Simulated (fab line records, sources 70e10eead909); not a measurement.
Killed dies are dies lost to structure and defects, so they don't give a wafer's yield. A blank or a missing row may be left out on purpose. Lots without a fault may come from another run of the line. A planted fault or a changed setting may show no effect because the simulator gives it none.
One fault seen from 3 desks | flow nand_harc | each desk has only its own numbers; what lay behind them comes last

THE METROLOGY DESK
What the gauges read, lot by lot, whatever tool the lot ran on: means of the sampled wafers that have a number. A lot is out of limits, marked OUT, if its mean lies more than 4 standard deviations from the usual mean; the brackets give that distance.
Columns: A = cd_nm at NHARC_A_M0_CD_MEAS_09, usual 80.0 nm; B = overlay_x_nm at NHARC_A_M0_OVL_MEAS_10, usual -0.1 nm; C = overlay_y_nm at NHARC_A_M0_OVL_MEAS_10, usual 0.1 nm; D = cd_nm at NHARC_A_M0_CD_MEAS_16, usual 80.0 nm
lot  | first seen here | A    | B    | C    | D
L433 | day 17 19:21    | 79.5 | 2.0  | 1.7  | 80.1
L436 | day 17 20:44    | 80.1 | -0.4 | 0.9  | 79.9
L440 | day 19 18:02    | 78.5 | -0.5 | 0.3  | 78.2
L439 | day 19 18:53    | 78.4 | 0.6  | 0.9  | 78.4
L449 | day 21 16:07    | 80.1 | -0.5 | -0.4 | 79.8
L447 | day 22 05:25    | 79.2 | -0.3 | -0.0 | 79.5
This desk's finding: nothing out of limits on any of the 6 lots.

THE DEFECT DESK
What the inspections along the route counted, lot by lot: means of the sampled wafers that have a number. A lot is out of limits, marked OUT, if its mean lies more than 4 standard deviations from the usual mean; the brackets give that distance.
Columns: A = raw_defect_count at NHARC_A_BLC_INSPECT_28, usual 413; B = raw_defect_count at NHARC_A_M0_INSPECT_11, usual 35
lot  | first seen here | A   | B
L433 | day 17 18:26    | 387 | 19
L436 | day 17 19:55    | 468 | 14
L440 | day 19 17:08    | 602 | 28
L439 | day 19 18:06    | 444 | 46
L449 | day 21 15:20    | 492 | 53
L447 | day 22 04:31    | 400 | 54
This desk's finding: nothing out of limits on any of the 6 lots.

THE TOOL OWNER'S DESK: arfi_scanner-01
The tool's own readings at NHARC_A_M0_EXPOSE_06 (exposes mask A M0, target cd 80 nm): means of the sampled wafers that have a number, for each lot that ran on this tool. A lot is out of limits, marked OUT, if its mean lies more than 4 standard deviations from the usual mean; the brackets give that distance.
Columns: A = exposure_dose_mJ_cm2 at NHARC_A_M0_EXPOSE_06, usual 83.27
lot  | first seen here | A
L433 | day 17 19:13    | 83.36
L436 | day 17 20:35    | 83.21
L440 | day 19 17:54    | 81.39 (-23) OUT
L439 | day 19 18:45    | 81.74 (-19) OUT
This desk's finding: out of limits on L439, L440; first on L440, day 19 17:54 (exposure_dose_mJ_cm2 at NHARC_A_M0_EXPOSE_06). In limits: L433, L436.

PUT TOGETHER
The tool owner's desk could have raised an alarm at day 19 17:54, on L439, L440.
The metrology desk saw nothing out of limits.
The defect desk saw nothing out of limits.
The metrology desk has L439, L440 on record, within its limits.
The defect desk has L439, L440 on record, within its limits.
Of the lots named, all ran NHARC_A_M0_EXPOSE_06 on arfi_scanner-01.

WHAT THE SIMULATOR HAD PUT IN
Process parameter drift: arfi_scanner-01, from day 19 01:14 on, at NHARC_A_M0_EXPOSE_06. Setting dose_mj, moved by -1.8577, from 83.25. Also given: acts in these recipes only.
Lots struck among those shown: L439, L440.
Hours from the fault's start to each desk's first reading out of limits: the tool owner's desk, 17.
